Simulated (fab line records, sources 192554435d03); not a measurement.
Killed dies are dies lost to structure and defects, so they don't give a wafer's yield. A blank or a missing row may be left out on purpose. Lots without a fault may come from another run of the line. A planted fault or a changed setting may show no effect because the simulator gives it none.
Chamber matching | flow n5_finfet | N5_FIN_SAQP_MANDREL2_REMOVE_60 on rie_si-04: 4 sister chambers
The step chemistry HBr/Cl2/O2, target a-Si, stops on SiNx, bt time 10 s. 20 wafers are shown with their chamber, then 10 later ones without.

WAFERS WITH THEIR CHAMBER
wafer  | chamber | drypump_motor_current_A (A) | oes_product_au (a.u.) | bias_w (W)
L076.2 | 2       | 5.9                         | 1.019                 | 22.06
L076.3 | 1       | 5.2                         | 1.013                 | 22.10
L076.6 | 0       | 6.6                         | 0.997                 | 21.89
L079.3 | 3       | 5.7                         | 1.031                 | 22.02
L079.4 | 2       | 5.9                         | 1.007                 | 22.05
L079.5 | 3       | 5.7                         | 1.021                 | 22.05
L082.2 | 1       | 5.1                         | 1.016                 | 22.13
L082.3 | 2       | 5.8                         | 1.015                 | 22.13
L082.6 | 3       | 5.6                         | 1.033                 | 22.02
L083.1 | 1       | 5.2                         | 1.020                 | 21.99
L083.4 | 2       | 5.9                         | 1.011                 | 22.04
L083.5 | 0       | 6.6                         | 0.991                 | 22.02
L084.1 | 0       | 6.5                         | 0.984                 | 22.08
L084.3 | 2       | 5.9                         | 1.017                 | 21.95
L084.6 | 0       | 6.6                         | 0.997                 | 21.92
L085.2 | 2       | 5.9                         | 1.005                 | 22.03
L085.3 | 0       | 6.5                         | 1.001                 | 21.89
L085.6 | 2       | 5.9                         | 1.009                 | 21.90
L086.1 | 1       | 5.1                         | 1.020                 | 22.06
L086.3 | 0       | 6.5                         | 0.991                 | 22.01

SIGNATURES (means of the wafers above)
reading                 | chamber 0 | chamber 1 | chamber 2 | chamber 3 | scatter within a chamber
drypump_motor_current_A | 6.550     | 5.150     | 5.886     | 5.667     | 0.0501
oes_product_au          | 0.99350   | 1.01725   | 1.01186   | 1.02833   | 0.00541
bias_w                  | 21.9683   | 22.0700   | 22.0229   | 22.0300   | 0.0696
Rule: a wafer's distance from a chamber is the root of the sum, over the readings, of the square of ((its reading less the chamber's mean) divided by the reading's scatter). The wafer belongs to the nearest chamber; if the next one is less than 2 further off, it can't be placed. The scatter: the root of (the sum of the squares of (reading less its chamber's mean) over the shown wafers, divided by (wafers less chambers)).

WAFERS WITHOUT THEIR CHAMBER
wafer  | drypump_motor_current_A (A) | oes_product_au (a.u.) | bias_w (W)
L086.4 | 5.7                         | 1.016                 | 22.00
L088.1 | 5.9                         | 1.016                 | 22.00
L088.4 | 5.2                         | 1.004                 | 22.01
L088.5 | 5.7                         | 1.006                 | 21.92
L092.2 | 5.7                         | 1.013                 | 21.92
L092.4 | 6.5                         | 1.002                 | 22.10
L092.5 | 6.5                         | 0.990                 | 21.92
L096.1 | 5.2                         | 1.015                 | 21.93
L096.5 | 5.7                         | 1.004                 | 21.98
L096.6 | 6.6                         | 0.991                 | 22.15

WHICH CHAMBER EACH WENT THROUGH
wafer  | from the rows above     | in truth
L086.4 | can't be placed: 3 or 2 | 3
L088.1 | 2                       | 2
L088.4 | 1                       | 1
L088.5 | can't be placed: 2 or 3 | 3
L092.2 | can't be placed: 3 or 2 | 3
L092.4 | 0                       | 0
L092.5 | 0                       | 0
L096.1 | 1                       | 1
L096.5 | can't be placed: 2 or 3 | 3
L096.6 | 0                       | 0
Placed correctly: 6 of 10. Can't be placed from these rows: 4 (the true chamber is among the candidates in 4). Placed wrongly: 0.
